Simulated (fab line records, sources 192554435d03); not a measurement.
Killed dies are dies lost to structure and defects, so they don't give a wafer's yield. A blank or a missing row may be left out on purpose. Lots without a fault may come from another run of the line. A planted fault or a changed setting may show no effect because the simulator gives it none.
fab line records | flow n5_finfet
record lots=24 wafers=72 last_day=17
route steps=1938 shown SD_EPI_P@304 SDB@375 HKMG_FIN@386
lots that met no fault: from a run of the same line without faults
start_h: hours from the record's first day to the start of the lot's first wafer shown | wait_h: hours since the lot's step before | " the same as in the row above | L1.1+2: a row that stands for several wafers | - no value, or no start given | * or withheld: withheld | < > ~ a bound
route shown NAME@n: a module of which the file shows steps, and the number in the route of the first | usual: mean/standard deviation of fault-free wafers | same: alike in all rows | chamber/n: place in a boat | sites: the reading at each site | _std_site: their standard deviation | _edge_site: outer sites' mean less inner sites' | radius_mm: how far each site lies from the wafer's centre | mask NAME#n: copy n | behind: the tool/chamber that last shaped the wafer | hold: why the lot was held/for how many hours/how that ended | device: the transistor (n, p or np) that didn't switch | end of line: the same wafers' tests at the end of the route | a step without rows: its recipe alone | killed: dies lost to structure and defects at the first sort, not the wafer's yield | map: a wafer's dies, x killed, . not, _ none there
set.NAME: the setting as run; set.NAME@STEP: as run at that earlier step | model.NAME: the simulator's own value behind a step, which no gauge read
steps of the route over a sample of lots; a table a step, a row a wafer
services: from which hour (start_h, from the record's first day; less than 0 if before it) a tool's chamber was out of use, for how many hours, and why
## steps
# step N5_SD_EPI_P_OVL_MEAS_10
# recipe points_per_wafer=44
# usual SD_P_BLK_OVL=0.1/0.72
# columns lot.wafer tool chamber start_h wait_h SD_P_BLK_OVL[nm]
L074.1 overlay-01 0 53.48 0.0 0.2
L074.5 " 0 " " 0.7
L074.6 " 0 " " 1.1
L075.1 overlay-01 0 59.62 0.0 1.1
L075.2 " 0 " " 0.7
L075.4 " 0 " " 0.6
L076.4 overlay-01 0 69.60 0.0 0.3
L076.5 " 0 " " -0.9
L076.6 " 0 " " -0.4
L077.1 overlay-01 0 71.16 0.0 1.0
L077.2 " 0 " " 1.0
L077.6 " 0 " " 0.7
L078.1 overlay-02 0 77.54 0.0 0.0
L078.4 " 0 " " 0.1
L078.6 " 0 " " 0.0
L079.4 overlay-02 0 84.53 0.0 0.0
L079.5 " 0 " " 0.2
L079.6 " 0 " " 0.2
L080.1 overlay-01 0 91.28 0.0 -0.6
L080.3 " 0 " " -0.3
L080.4 " 0 " " -0.9
L081.2 overlay-02 0 96.71 0.0 0.9
L081.4 " 0 " " 1.8
L081.6 " 0 " " 0.7
L082.2 overlay-01 0 100.63 0.0 -0.3
L082.3 " 0 " " 0.2
L082.6 " 0 " " -0.4
L083.1 overlay-01 0 107.33 0.0 0.5
L083.2 " 0 " " 0.0
L083.6 " 0 " " 0.3
L084.1 overlay-02 0 115.48 0.0 -0.4
L084.2 " 0 " " -0.1
L084.4 " 0 " " -1.0
L085.1 overlay-01 0 120.41 0.0 0.3
L085.2 " 0 " " 0.0
L085.4 " 0 " " 0.9
L086.1 overlay-01 0 125.37 0.0 0.7
L086.3 " 0 " " 0.4
L086.4 " 0 " " 0.6
L087.3 overlay-02 0 132.45 0.0 1.3
L087.5 " 0 " " 0.0
L087.6 " 0 " " 0.4
L088.1 overlay-01 0 137.93 0.0 -0.7
L088.2 " 0 " " -0.4
L088.3 " 0 " " -0.7
L089.1 overlay-02 0 148.24 0.0 0.2
L089.4 " 0 " " -0.8
L089.6 " 0 " " -0.4
L090.1 overlay-01 0 149.52 0.0 0.7
L090.2 " 0 " " -0.2
L090.5 " 0 " " 0.0
L091.3 overlay-02 0 159.49 0.0 -0.5
L091.4 " 0 " " -0.7
L091.6 " 0 " " -0.3
L092.1 overlay-01 0 160.22 0.0 -0.6
L092.3 " 0 " " 0.0
L092.6 " 0 " " 0.0
L093.1 overlay-01 0 167.52 0.0 0.2
L093.4 " 0 " " 1.2
L093.6 " 0 " " 1.5
L094.1 overlay-02 0 172.27 0.0 0.2
L094.2 " 0 " " 0.3
L094.3 " 0 " " 0.7
L095.2 overlay-01 0 180.48 0.0 0.4
L095.3 " 0 " " 1.1
L095.6 " 0 " " 0.1
L096.1 overlay-01 0 190.38 0.0 0.2
L096.3 " 0 " " 0.8
L096.5 " 0 " " 1.4
L097.3 overlay-01 0 193.28 0.0 -0.9
L097.4 " 0 " " -0.7
L097.6 " 0 " " -1.0
# step N5_SD_EPI_P_ETCH_36
# recipe chemistry=CF4 target=SiARC target_depth_a=455 mask_material=CAR-ArF-block time_s=75.8 ion_energy_ev=80 pressure_mtorr=40 source_w=545 bias_w=36 Ar_flow_sccm=100 cf4_flow_sccm=100 ends=cleared
# usual chamber_pressure_mTorr=40.00/0.035 drypump_motor_current_A=5.5/0.44 etch_rf_on_time_s=76.3/1.2 oes_product_au=0.65/0.06 rf_vpp_V=184.0/1 showerhead_plenum_p_Torr=2.14/0.065 throttle_valve_pct=15.66/0.21
# columns lot.wafer tool chamber start_h wait_h chamber_pressure_mTorr drypump_motor_current_A etch_rf_on_time_s oes_product_au rf_hours_counter_h rf_vpp_V showerhead_plenum_p_Torr throttle_valve_pct
L074.1 rie_diel-06 1 53.59 0.0 40.04 5.4 75.4 0.80 20 184.5 2.19 15.55
L074.5 " 0 " " 40.03 5.5 75.5 0.68 - 182.9 2.08 15.73
L074.6 " 2 " " 39.98 5.7 78.0 0.66 - 183.3 2.08 15.88
L075.1 rie_diel-05 0 59.71 0.0 39.99 5.3 74.9 0.68 121 184.9 2.16 15.37
L075.2 " 2 " " 40.01 6.0 76.2 0.61 202 184.2 2.13 15.87
L075.4 " 3 " " 39.97 5.4 75.8 0.66 135 184.6 2.24 15.56
L076.4 rie_diel-05 0 69.69 0.0 39.95 5.3 76.1 0.67 125 183.3 2.15 15.36
L076.5 " 2 " " 40.01 6.0 76.9 0.60 - 184.3 2.12 15.89
L076.6 " 1 " " 39.95 5.6 76.0 0.61 - 183.9 2.03 15.97
L077.1 rie_diel-05 0 71.26 0.0 39.99 5.3 76.1 0.68 125 182.7 2.15 15.40
L077.2 " 3 " " 40.06 5.4 75.2 0.66 138 184.2 2.24 15.58
L077.6 " 1 " " 40.06 5.6 75.0 0.62 - 182.4 2.04 15.98
L078.1 rie_diel-06 2 77.98 0.0 39.96 5.7 76.5 0.67 106 184.2 2.08 15.89
L078.4 " 1 " " 39.97 5.4 74.4 0.79 30 184.4 2.19 15.57
L078.6 " 3 " " 40.02 6.8 74.1 0.84 - 182.9 2.20 15.30
L079.4 rie_diel-03 3 85.01 0.0 40.03 5.1 74.9 0.75 63 184.1 2.17 15.43
L079.5 " 3 " " 40.05 5.1 74.9 0.74 - 182.9 2.17 15.42
L079.6 " 0 " " 40.02 5.3 76.7 0.62 - 186.3 2.22 15.57
L080.1 rie_diel-03 1 91.37 0.0 40.05 5.1 78.4 0.62 175 186.0 2.22 15.65
L080.3 " 0 " " 39.98 5.3 77.5 0.62 165 184.4 2.22 15.56
L080.4 " 2 " " 39.95 4.8 77.2 0.60 229 183.2 2.12 15.52
L081.2 rie_diel-05 3 97.01 0.0 39.98 5.4 76.1 0.65 146 185.4 2.24 15.57
L081.4 " 0 " " 40.00 5.3 75.6 0.67 133 184.6 2.15 15.39
L081.6 " 0 " " 40.04 5.3 75.8 0.67 - 184.6 2.15 15.39
L082.2 rie_diel-03 3 100.85 0.0 39.97 5.1 75.6 0.73 67 183.9 2.17 15.42
L082.3 " 1 " " 39.99 5.2 78.6 0.62 177 184.4 2.22 15.64
L082.6 " 2 " " 39.92 4.8 77.9 0.59 - 182.5 2.12 15.51
L083.1 rie_diel-05 2 107.59 0.0 39.98 6.0 77.0 0.60 215 184.6 2.12 15.90
L083.2 " 1 " " 39.96 5.6 75.5 0.60 227 183.0 2.03 15.99
L083.6 " 1 " " 39.97 5.6 74.6 0.60 - 182.3 2.03 16.01
L084.1 rie_diel-06 1 115.58 0.0 40.02 5.4 75.2 0.76 41 183.3 2.19 15.62
L084.2 " 0 " " 39.95 5.5 75.5 0.67 129 184.6 2.07 15.77
L084.4 " 3 " " 39.96 6.8 75.1 0.79 15 184.3 2.19 15.34
L085.1 rie_diel-05 1 120.62 0.0 40.02 5.6 75.0 0.61 231 182.5 2.03 15.99
L085.2 " 2 " " 40.01 6.0 77.9 0.60 218 184.3 2.12 15.92
L085.4 " 3 " " 40.02 5.4 76.3 0.65 153 185.7 2.23 15.60
L086.1 rie_diel-05 3 125.55 0.0 39.99 5.4 75.2 0.65 155 185.4 2.23 15.61
L086.3 " 1 " " 39.99 5.6 75.1 0.60 233 182.5 2.03 16.03
L086.4 " 0 " " 40.04 5.3 76.1 0.66 142 185.4 2.15 15.41
L087.3 rie_diel-03 0 132.55 0.0 39.96 5.3 76.3 0.62 175 186.0 2.21 15.59
L087.5 " 2 " " 39.96 4.8 76.2 0.60 - 185.4 2.11 15.52
L087.6 " 3 " " 40.02 5.1 74.9 0.73 - 182.9 2.17 15.46
L088.1 rie_diel-03 2 138.02 0.0 39.98 4.8 77.8 0.59 243 184.3 2.11 15.54
L088.2 " 3 " " 39.96 5.1 77.6 0.72 78 184.8 2.17 15.46
L088.3 " 1 " " 40.04 5.2 80.5 0.61 187 185.1 2.22 15.66
L089.1 rie_diel-03 2 148.36 0.0 40.00 4.8 75.5 0.60 246 183.8 2.11 15.54
L089.4 " 1 " " 40.00 5.2 76.5 0.62 191 185.3 2.22 15.68
L089.6 " 1 " " 40.00 5.2 77.2 0.61 - 185.5 2.22 15.67
L090.1 rie_diel-05 1 149.83 0.0 39.92 5.6 74.8 0.60 239 184.1 2.03 16.03
L090.2 " 0 " " 40.00 5.3 76.5 0.66 148 184.3 2.15 15.42
L090.5 " 1 " " 39.96 5.6 74.4 0.61 - 182.2 2.03 16.02
L091.3 rie_diel-03 1 159.59 0.0 39.97 5.2 78.7 0.61 194 184.7 2.22 15.68
L091.4 " 0 " " 40.00 5.3 77.5 0.61 183 184.7 2.21 15.61
L091.6 " 0 " " 39.98 5.3 77.4 0.61 - 184.1 2.21 15.62
L092.1 rie_diel-03 2 160.32 0.0 40.05 4.8 77.1 0.59 250 183.6 2.11 15.56
L092.3 " 0 " " 39.98 5.3 76.8 0.60 183 184.8 2.21 15.62
L092.6 " 1 " " 39.99 5.1 78.5 0.61 - 185.3 2.22 15.68
L093.1 rie_diel-06 3 167.61 0.0 39.95 6.8 74.9 0.77 32 184.5 2.19 15.38
L093.4 " 2 " " 40.08 5.7 77.5 0.64 134 183.7 2.07 15.94
L093.6 " 3 " " 40.02 6.8 75.1 0.75 - 183.8 2.19 15.36
L094.1 rie_diel-06 2 172.44 0.0 40.02 5.7 76.7 0.63 135 182.5 2.07 15.96
L094.2 " 1 " " 40.03 5.3 74.5 0.75 59 185.5 2.18 15.65
L094.3 " 3 " " 39.96 6.8 74.2 0.76 33 184.7 2.19 15.38
L095.2 rie_diel-05 1 180.57 0.0 39.98 5.6 74.5 0.60 247 181.5 2.02 16.05
L095.3 " 0 " " 40.02 5.3 76.8 0.65 156 183.4 2.14 15.43
L095.6 " 2 " " 40.05 6.0 77.0 0.59 - 183.0 2.11 15.94
L096.1 rie_diel-05 3 190.47 0.0 39.93 5.4 78.2 0.62 173 185.9 2.23 15.65
L096.3 " 2 " " 39.99 6.0 77.6 0.58 240 184.2 2.11 15.96
L096.5 " 2 " " 40.00 6.0 78.4 0.58 - 185.1 2.11 15.93
L097.3 rie_diel-06 0 193.38 0.0 40.00 5.5 75.3 0.64 154 182.4 2.06 15.81
L097.4 " 2 " " 39.97 5.7 77.0 0.63 142 182.0 2.07 15.96
L097.6 " 3 " " 39.99 6.8 75.1 0.75 - 183.9 2.18 15.38
# step N5_SDB_THK_MEAS_31
# recipe reads=a-Si_of_DUMMY_GATE_CVD_03
# usual SDB_THK=64.3/0.87
# columns lot.wafer tool chamber start_h wait_h SDB_THK[nm]
L074.1 film_metro-02 - 70.03 - 63.5
L074.5 " - " " 62.3
L074.6 " - " " 62.8
L075.1 film_metro-01 - 75.19 - 64.4
L075.2 " - " " 65.0
L075.4 " - " " 65.6
L076.4 film_metro-01 - 85.90 - 65.1
L076.5 " - " " 64.7
L076.6 " - " " 65.6
L077.1 film_metro-02 - 86.85 - 62.6
L077.2 " - " " 64.0
L077.6 " - " " 63.7
L078.1 film_metro-01 - 94.89 - 64.9
L078.4 " - " " 64.7
L078.6 " - " " 64.2
L079.4 film_metro-02 - 100.55 - 63.8
L079.5 " - " " 63.8
L079.6 " - " " 64.0
L080.1 film_metro-01 - 107.14 - 63.7
L080.3 " - " " 63.1
L080.4 " - " " 64.3
L081.2 film_metro-01 - 112.61 - 63.2
L081.4 " - " " 64.0
L081.6 " - " " 63.5
L082.2 film_metro-01 - 117.20 - 65.4
L082.3 " - " " 65.0
L082.6 " - " " 64.7
L083.1 film_metro-02 - 123.12 - 64.4
L083.2 " - " " 63.6
L083.6 " - " " 64.7
L084.1 film_metro-01 - 131.47 - 63.6
L084.2 " - " " 64.1
L084.4 " - " " 65.4
L085.1 film_metro-01 - 136.84 - 65.1
L085.2 " - " " 64.3
L085.4 " - " " 64.1
L086.1 film_metro-01 - 140.75 - 65.1
L086.3 " - " " 64.5
L086.4 " - " " 65.2
L087.3 film_metro-01 - 147.78 - 63.8
L087.5 " - " " 63.6
L087.6 " - " " 63.9
L088.1 film_metro-01 - 153.91 - 63.8
L088.2 " - " " 64.3
L088.3 " - " " 64.1
L089.1 film_metro-01 - 163.86 - 64.1
L089.4 " - " " 64.5
L089.6 " - " " 64.8
L090.1 film_metro-01 - 165.31 - 65.3
L090.2 " - " " 65.3
L090.5 " - " " 65.7
L091.3 film_metro-01 - 174.60 - 65.9
L091.4 " - " " 65.4
L091.6 " - " " 65.5
L092.1 film_metro-01 - 175.99 - 65.6
L092.3 " - " " 64.7
L092.6 " - " " 64.8
L093.1 film_metro-02 - 183.03 - 64.5
L093.4 " - " " 63.9
L093.6 " - " " 64.8
L094.1 film_metro-02 - 189.55 - 62.9
L094.2 " - " " 63.1
L094.3 " - " " 62.1
L095.2 film_metro-01 - 199.56 - 61.7
L095.3 " - " " 63.5
L095.6 " - " " 63.0
L096.1 film_metro-01 - 206.21 - 64.5
L096.3 " - " " 65.0
L096.5 " - " " 65.1
L097.3 film_metro-01 - 209.78 - 63.8
L097.4 " - " " 63.8
L097.6 " - " " 64.7
# step N5_HKMG_FIN_HK_ALD_01
# recipe material=HfO2 target_thk_a=16 temp_c=withheld ald_precursor_family=HfCl4 ald_co_reactant=H2O pulse_time_s=3 purge_time_s=3 co_reactant_purge_time_s=2.5 co_reactant_pulse_time_s=0.3 ald_cycles=30
# usual precursor_pulse_height_rel=1.000/0.017
# columns lot.wafer tool chamber start_h wait_h precursor_pulse_height_rel
L074.1 ald_hk-03 1 70.64 0.0 1.005
L074.5 " 1 " " 0.995
L074.6 " 0 " " 0.999
L075.1 ald_hk-02 3 75.86 0.1 0.984
L075.2 " 0 " " 0.986
L075.4 " 1 " " 0.940
L076.4 ald_hk-02 0 86.66 0.1 1.016
L076.5 " 3 " " 1.004
L076.6 " 2 " " 0.968
L077.1 ald_hk-03 1 87.46 0.0 0.990
L077.2 " 0 " " 1.001
L077.6 " 0 " " 0.976
L078.1 ald_hk-02 0 95.76 0.0 1.000
L078.4 " 2 " " 0.983
L078.6 " 3 " " 0.995
L079.4 ald_hk-02 0 101.16 0.0 1.009
L079.5 " 3 " " 0.999
L079.6 " 0 " " 1.018
L080.1 ald_hk-03 3 107.78 0.0 1.003
L080.3 " 0 " " 0.992
L080.4 " 2 " " 0.999
L081.2 ald_hk-03 1 113.22 0.0 1.008
L081.4 " 3 " " 1.007
L081.6 " 3 " " 1.015
L082.2 ald_hk-01 2 117.82 0.0 0.989
L082.3 " 0 " " 1.039
L082.6 " 0 " " 1.002
L083.1 ald_hk-01 0 123.73 0.0 0.989
L083.2 " 1 " " 0.992
L083.6 " 1 " " 1.024
L084.1 ald_hk-01 3 132.08 0.0 1.014
L084.2 " 1 " " 0.984
L084.4 " 2 " " 0.973
L085.1 ald_hk-03 2 137.45 0.0 0.991
L085.2 " 0 " " 1.011
L085.4 " 3 " " 1.027
L086.1 ald_hk-01 2 141.45 0.0 1.007
L086.3 " 1 " " 0.970
L086.4 " 3 " " 1.023
L087.3 ald_hk-03 0 148.39 0.0 1.020
L087.5 " 3 " " 1.002
L087.6 " 0 " " 1.036
L088.1 ald_hk-01 0 154.73 0.0 0.994
L088.2 " 1 " " 0.980
L088.3 " 3 " " 1.028
L089.1 ald_hk-03 2 164.50 0.0 1.009
L089.4 " 1 " " 1.024
L089.6 " 0 " " 0.984
L090.1 ald_hk-02 2 165.95 0.0 0.997
L090.2 " 0 " " 0.989
L090.5 " 2 " " 1.002
L091.3 ald_hk-03 1 175.23 0.0 0.975
L091.4 " 3 " " 0.994
L091.6 " 0 " " 0.986
L092.1 ald_hk-02 3 176.60 0.0 1.007
L092.3 " 1 " " 1.003
L092.6 " 2 " " 1.040
L093.1 ald_hk-03 3 183.64 0.0 1.024
L093.4 " 2 " " 0.988
L093.6 " 0 " " 0.999
L094.1 ald_hk-03 3 190.16 0.0 0.957
L094.2 " 2 " " 1.030
L094.3 " 1 " " 0.976
L095.2 ald_hk-02 3 200.17 0.0 1.021
L095.3 " 0 " " 1.015
L095.6 " 1 " " 0.989
L096.1 ald_hk-03 1 206.83 0.0 1.014
L096.3 " 0 " " 0.985
L096.5 " 0 " " 1.011
L097.3 ald_hk-03 2 210.40 0.0 1.018
L097.4 " 3 " " 0.978
L097.6 " 1 " " 1.000
# step N5_HKMG_FIN_HK_ANNEAL_02
# recipe temp_c=700 time_s=30 ambient=N2 idle_temp_c=600 ramp_up_c_per_s=150 ramp_down_c_per_s=60 cool_to_c=600
# usual lamp_power_pct=8.80/0.049 lamp_zone_6_pct=8.727/0.0089 wafer_temp_C_max=702.9/0.66
# same time_s=30
# columns lot.wafer tool chamber start_h wait_h lamp_power_pct lamp_zone_6_pct wafer_temp_C_max
L074.1 rtp_anneal-01 0 70.82 0.1 8.81 8.728 702.7
L074.5 " 0 " " 8.86 8.733 702.0
L074.6 " 0 " " 8.78 8.731 702.7
L075.1 rtp_anneal-02 0 76.20 0.2 8.87 8.731 702.6
L075.2 " 0 " " 8.74 8.728 702.9
L075.4 " 0 " " 8.78 8.730 703.4
L076.4 rtp_anneal-02 0 87.39 0.4 8.90 8.717 702.7
L076.5 " 0 " " 8.74 8.727 702.8
L076.6 " 0 " " 8.68 8.721 703.4
L077.1 rtp_anneal-01 0 87.65 0.1 8.77 8.718 703.5
L077.2 " 0 " " 8.65 8.716 702.1
L077.6 " 0 " " 8.78 8.736 702.9
L078.1 rtp_anneal-02 0 96.06 0.2 8.75 8.727 703.5
L078.4 " 0 " " 8.85 8.728 702.9
L078.6 " 0 " " 8.74 8.717 703.6
L079.4 rtp_anneal-02 0 101.44 0.2 8.87 8.726 703.4
L079.5 " 0 " " 8.82 8.737 702.8
L079.6 " 0 " " 8.86 8.722 702.1
L080.1 rtp_anneal-01 0 108.22 0.4 8.79 8.738 702.5
L080.3 " 0 " " 8.80 8.734 702.7
L080.4 " 0 " " 8.85 8.730 703.8
L081.2 rtp_anneal-02 0 113.50 0.2 8.83 8.721 703.4
L081.4 " 0 " " 8.80 8.724 703.3
L081.6 " 0 " " 8.77 8.724 702.3
L082.2 rtp_anneal-02 0 118.04 0.1 8.82 8.713 702.3
L082.3 " 0 " " 8.81 8.723 702.6
L082.6 " 0 " " 8.91 8.733 701.8
L083.1 rtp_anneal-02 0 124.05 0.2 8.76 8.723 704.0
L083.2 " 0 " " 8.76 8.715 702.8
L083.6 " 0 " " 8.85 8.729 702.1
L084.1 rtp_anneal-01 0 132.27 0.1 8.82 8.723 703.1
L084.2 " 0 " " 8.75 8.738 702.5
L084.4 " 0 " " 8.79 8.707 703.1
L085.1 rtp_anneal-02 0 137.64 0.1 8.82 8.734 704.4
L085.2 " 0 " " 8.85 8.726 702.5
L085.4 " 0 " " 8.86 8.742 704.0
L086.1 rtp_anneal-02 0 141.63 0.1 8.81 8.740 703.2
L086.3 " 0 " " 8.86 8.729 702.5
L086.4 " 0 " " 8.81 8.723 701.4
L087.3 rtp_anneal-02 0 148.64 0.2 8.78 8.726 702.5
L087.5 " 0 " " 8.79 8.720 703.7
L087.6 " 0 " " 8.79 8.736 703.0
L088.1 rtp_anneal-01 0 154.92 0.1 8.77 8.711 702.5
L088.2 " 0 " " 8.85 8.732 702.7
L088.3 " 0 " " 8.78 8.715 703.7
L089.1 rtp_anneal-01 0 164.79 0.2 8.73 8.738 702.2
L089.4 " 0 " " 8.83 8.722 703.3
L089.6 " 0 " " 8.83 8.717 702.8
L090.1 rtp_anneal-01 0 166.17 0.1 8.84 8.727 703.0
L090.2 " 0 " " 8.78 8.721 701.8
L090.5 " 0 " " 8.80 8.721 703.0
L091.3 rtp_anneal-02 0 175.57 0.3 8.78 8.738 701.9
L091.4 " 0 " " 8.80 8.735 702.6
L091.6 " 0 " " 8.84 8.726 705.2
L092.1 rtp_anneal-01 0 176.79 0.1 8.78 8.724 702.4
L092.3 " 0 " " 8.80 8.737 702.1
L092.6 " 0 " " 8.81 8.734 702.1
L093.1 rtp_anneal-01 0 183.88 0.2 8.76 8.729 703.1
L093.4 " 0 " " 8.86 8.729 702.9
L093.6 " 0 " " 8.71 8.729 702.9
L094.1 rtp_anneal-02 0 190.35 0.1 8.81 8.709 703.0
L094.2 " 0 " " 8.72 8.744 703.2
L094.3 " 0 " " 8.84 8.714 703.2
L095.2 rtp_anneal-02 0 200.41 0.2 8.84 8.712 702.7
L095.3 " 0 " " 8.74 8.737 701.3
L095.6 " 0 " " 8.76 8.732 703.6
L096.1 rtp_anneal-02 0 207.01 0.1 8.86 8.720 703.2
L096.3 " 0 " " 8.82 8.737 702.9
L096.5 " 0 " " 8.80 8.739 702.5
L097.3 rtp_anneal-01 0 210.65 0.2 8.76 8.708 702.1
L097.4 " 0 " " 8.80 8.725 704.0
L097.6 " 0 " " 8.87 8.730 702.3
# step N5_HKMG_FIN_INSPECT_61
# recipe mode=adi inspect_instrument=macro
# usual raw_defect_count=2.2/1.6
# columns lot.wafer tool chamber start_h wait_h raw_defect_count
L074.1 defect_inspect-02 - 71.64 0.0 4
L074.5 " - " " 3
L074.6 " - " " 6
L075.1 defect_inspect-01 - 76.88 0.0 0
L075.2 " - " " 0
L075.4 " - " " 3
L076.4 defect_inspect-01 - 87.99 0.0 1
L076.5 " - " " 3
L076.6 " - " " 0
L077.1 defect_inspect-02 - 88.91 0.0 1
L077.2 " - " " 2
L077.6 " - " " 3
L078.1 defect_inspect-02 - 96.87 0.0 0
L078.4 " - " " 2
L078.6 " - " " 1
L079.4 defect_inspect-01 - 102.16 0.0 2
L079.5 " - " " 6
L079.6 " - " " 6
L080.1 defect_inspect-01 - 109.05 0.0 2
L080.3 " - " " 7
L080.4 " - " " 4
L081.2 defect_inspect-01 - 114.53 0.0 1
L081.4 " - " " 3
L081.6 " - " " 1
L082.2 defect_inspect-01 - 118.82 0.0 1
L082.3 " - " " 1
L082.6 " - " " 1
L083.1 defect_inspect-02 - 124.75 0.0 1
L083.2 " - " " 2
L083.6 " - " " 2
L084.1 defect_inspect-02 - 133.34 0.0 0
L084.2 " - " " 3
L084.4 " - " " 4
L085.1 defect_inspect-01 - 138.45 0.0 3
L085.2 " - " " 1
L085.4 " - " " 2
L086.1 defect_inspect-01 - 142.44 0.0 4
L086.3 " - " " 1
L086.4 " - " " 3
L087.3 defect_inspect-02 - 149.39 0.0 1
L087.5 " - " " 2
L087.6 " - " " 4
L088.1 defect_inspect-02 - 155.88 0.0 2
L088.2 " - " " 2
L088.3 " - " " 1
L089.1 defect_inspect-01 - 165.60 0.0 1
L089.4 " - " " 1
L089.6 " - " " 6
L090.1 defect_inspect-01 - 166.98 0.0 5
L090.2 " - " " 3
L090.5 " - " " 1
L091.3 defect_inspect-02 - 176.21 0.0 3
L091.4 " - " " 2
L091.6 " - " " 3
L092.1 defect_inspect-01 - 177.60 0.0 1
L092.3 " - " " 3
L092.6 " - " " 7
L093.1 defect_inspect-02 - 184.58 0.0 2
L093.4 " - " " 0
L093.6 " - " " 4
L094.1 defect_inspect-02 - 191.03 0.0 2
L094.2 " - " " 3
L094.3 " - " " 4
L095.2 defect_inspect-01 - 201.19 0.0 1
L095.3 " - " " 2
L095.6 " - " " 2
L096.1 defect_inspect-02 - 207.84 0.0 1
L096.3 " - " " 2
L096.5 " - " " 1
L097.3 defect_inspect-02 - 211.40 0.0 0
L097.4 " - " " 1
L097.6 " - " " 3
## services
# columns tool chamber start_h hours kind
ald_hk-03 0 30.00 - clean
ald_hk-03 1 30.00 - clean
ald_hk-03 2 30.00 - clean
ald_hk-03 3 30.00 - clean
rie_diel-05 0 43.68 8.0 repair
rie_diel-05 2 47.42 1.8 repair
rie_diel-06 3 48.93 - clean
rie_diel-06 3 48.93 - consumable_replace:focus_ring
rie_diel-05 2 65.70 3.1 repair
ald_hk-01 - 87.88 28.1 pm
rie_diel-03 - 95.11 2.8 pm
ald_hk-02 - 106.24 28.1 pm
rtp_anneal-02 - 108.78 0.8 pm
rie_diel-06 3 158.92 1.5 repair
rie_diel-03 2 161.17 - clean
rie_diel-03 2 161.17 - consumable_replace:focus_ring
rie_diel-03 2 161.17 17.2 scheduled_down
rie_diel-03 2 161.17 17.2 vent_cycle
rie_diel-05 1 189.36 - clean
rie_diel-05 1 189.36 - consumable_replace:focus_ring
rie_diel-05 1 189.36 - consumable_replace:showerhead
rie_diel-05 1 189.36 17.0 scheduled_down
rie_diel-05 1 189.36 17.0 vent_cycle
rie_diel-03 2 208.36 12.5 repair
## key
fault none
